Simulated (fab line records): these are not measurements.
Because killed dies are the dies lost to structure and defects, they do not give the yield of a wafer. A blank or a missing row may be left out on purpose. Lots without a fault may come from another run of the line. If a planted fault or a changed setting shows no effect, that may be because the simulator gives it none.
Which tool was responsible?	flow n5 finfet	13 lots with 39 wafers sampled at 5 steps, on a route of 1938 steps

## WHAT THE GAUGES READ, wafer by wafer
Not one reading of a measure or inspect step in the record can be checked against a usual standard deviation.

## WHICH TOOL RAN EACH LOT (tool, then ch and the chambers of the sampled wafers, then the start)
lot	N5_BEOL_M9_DEGAS_44	N5_BEOL_M9_SURFACE_TREAT_79	N5_BEOL_M10_HM_DEP_02	N5_BEOL_M10_COAT_05	N5_PASSIVATION_PROBE_49
L317	pvd sputter-01, day 10 00:29	pvd sputter-02, day 10 01:17	pvd sputter-02, day 10 04:10	litho track-05 ch 0, day 10 04:18	-
L318	pvd sputter-03, day 10 11:22	pvd sputter-03, day 10 11:46	pvd sputter-02, day 10 15:18	litho track-01 ch 0, day 10 15:26	-
L320	pvd sputter-03, day 10 19:50	pvd sputter-02, day 10 20:13	pvd sputter-03, day 10 23:11	litho track-05 ch 0, day 10 23:19	-
L322	pvd sputter-03, day 11 06:03	pvd sputter-03, day 11 06:27	pvd sputter-03, day 11 10:20	litho track-01 ch 0, day 11 10:28	-
L325	pvd sputter-01, day 12 07:17	pvd sputter-02, day 12 07:46	pvd sputter-01, day 12 11:07	litho track-01 ch 0, day 12 11:15	-
L327	pvd sputter-02, day 12 14:02	pvd sputter-01, day 12 14:26	pvd sputter-03, day 12 17:43	litho track-01 ch 0, day 12 17:52	prober-01, day 15 03:04
L331	pvd sputter-01, day 13 09:08	pvd sputter-01, day 13 09:50	pvd sputter-03, day 13 14:30	litho track-04 ch 0, day 13 14:38	-
L330	pvd sputter-03, day 13 14:58	pvd sputter-02, day 13 15:29	pvd sputter-02, day 13 18:25	litho track-05 ch 0, day 13 18:32	-
L332	pvd sputter-03, day 13 21:38	pvd sputter-02, day 13 22:06	pvd sputter-01, day 14 03:43	litho track-04 ch 0, day 14 03:51	-
L335	pvd sputter-03, day 14 20:52	pvd sputter-03, day 14 21:30	pvd sputter-01, day 15 00:32	litho track-05 ch 0, day 15 00:40	-
L338	pvd sputter-02, day 15 03:01	pvd sputter-01, day 15 03:46	pvd sputter-02, day 15 06:15	litho track-04 ch 0, day 15 06:23	-
L339	pvd sputter-03, day 15 18:15	pvd sputter-03, day 15 18:40	pvd sputter-02, day 15 21:14	litho track-01 ch 0, day 15 21:22	-
L340	pvd sputter-03, day 15 18:35	pvd sputter-02, day 15 19:07	pvd sputter-02, day 15 22:09	litho track-01 ch 0, day 15 22:17	-
- N5_BEOL_M9_DEGAS_44: time 60 s.
- N5_BEOL_M9_SURFACE_TREAT_79
- N5_BEOL_M10_HM_DEP_02: deposits TiN, target thk 20 nm.
- N5_BEOL_M10_COAT_05: resist thk 90 nm.
- N5_PASSIVATION_PROBE_49

## AS READ BY THE TOOLS THEMSELVES (means over the sampled wafers that have a number; for cases with no such wafer, the mark the record gives instead)
N5_BEOL_M9_DEGAS_44. Usual: heater power w reads 322 W (standard deviation 43).
lot	tool	heater power w (W)	flag
L317	pvd sputter-01	315	
L318	pvd sputter-03	333	
L320	pvd sputter-03	309	
L322	pvd sputter-03	310	
L325	pvd sputter-01	320	
L327	pvd sputter-02	345	
L331	pvd sputter-01	330	
L330	pvd sputter-03	369	
L332	pvd sputter-03	278	
L335	pvd sputter-03	332	
L338	pvd sputter-02	276	
L339	pvd sputter-03	353	
L340	pvd sputter-03	293	

N5_BEOL_M10_HM_DEP_02. Usual: throttle valve pct reads 30.0 % (standard deviation 0.66).
lot	tool	throttle valve pct (%)	flag
L317	pvd sputter-02	29.6	
L318	pvd sputter-02	30.1	
L320	pvd sputter-03	30.1	
L322	pvd sputter-03	30.6	
L325	pvd sputter-01	29.8	
L327	pvd sputter-03	30.5	
L331	pvd sputter-03	30.5	
L330	pvd sputter-02	30.5	
L332	pvd sputter-01	29.8	
L335	pvd sputter-01	29.8	
L338	pvd sputter-02	29.4	
L339	pvd sputter-02	29.5	
L340	pvd sputter-02	30.2	

N5_BEOL_M10_COAT_05. Usual: spin speed rpm reads 1500.0 rpm (standard deviation 0.84).
lot	tool	spin speed rpm (rpm)	flag
L317	litho track-05	1500.8	
L318	litho track-01	1500.1	
L320	litho track-05	1500.0	
L322	litho track-01	1499.6	
L325	litho track-01	1561.0	OFF
L327	litho track-01	1561.5	OFF
L331	litho track-04	1499.5	
L330	litho track-05	1499.3	
L332	litho track-04	1500.1	
L335	litho track-05	1501.2	
L338	litho track-04	1499.9	
L339	litho track-01	1501.1	
L340	litho track-01	1500.7	

N5_PASSIVATION_PROBE_49. Usual: defect limited yield 91.4 %, standard deviation 1.5; killed_at_M0_to_M3 34, standard deviation 12; killed_at_M4_up 12, standard deviation 4.9; killed at contacts 13, standard deviation 7.2; killed at front end 39, standard deviation 12; killed at other 3.7, standard deviation 2.9; killed dies 101, standard deviation 18; killed open 67, standard deviation 14; killed short 33, standard deviation 7.2; sort_bin_5_function 5.1 %, standard deviation 0.97; sort_bin_6_memory 3.2 %, standard deviation 0.67; sort n pass 1079, standard deviation 17; sort yield pct 91.4 %, standard deviation 1.5.
lot	tool	defect limited yield (%)	killed_at_M0_to_M3	killed_at_M4_up	killed at contacts	killed at front end	killed at other	killed dies	killed open	killed short	sort_bin_5_function (%)	sort_bin_6_memory (%)	sort n pass	sort yield pct (%)	flag
L327	prober-01	89.4	33	11	13	62	5.3	125	78	44	6.4	3.7	1055	89.4	

## THE ANSWER, worked out from the rows above alone
Rule: lot off if the mean of its wafers having a number is beyond 3 standard deviations from the usual mean. Also off: a lot with no number at a reading for which 4 or more lots have one. The other lots that the step has rows for count as sound. First the gauges in route order, then the tools' own readings, where a lot's mean is used as printed above. The first step at which some lot is off is used, and at that step the reading that is off furthest; a lot without a number counts as furthest.
Off: L325, L327 (N5_BEOL_M10_COAT_05, spin speed rpm).
If a tool, at that step or one of the process steps before it, ran each lot that is off and ran no sound lot following the first of them, it fits. Not one of the candidates tried fits.

## WHAT THE SIMULATOR HAD INSERTED
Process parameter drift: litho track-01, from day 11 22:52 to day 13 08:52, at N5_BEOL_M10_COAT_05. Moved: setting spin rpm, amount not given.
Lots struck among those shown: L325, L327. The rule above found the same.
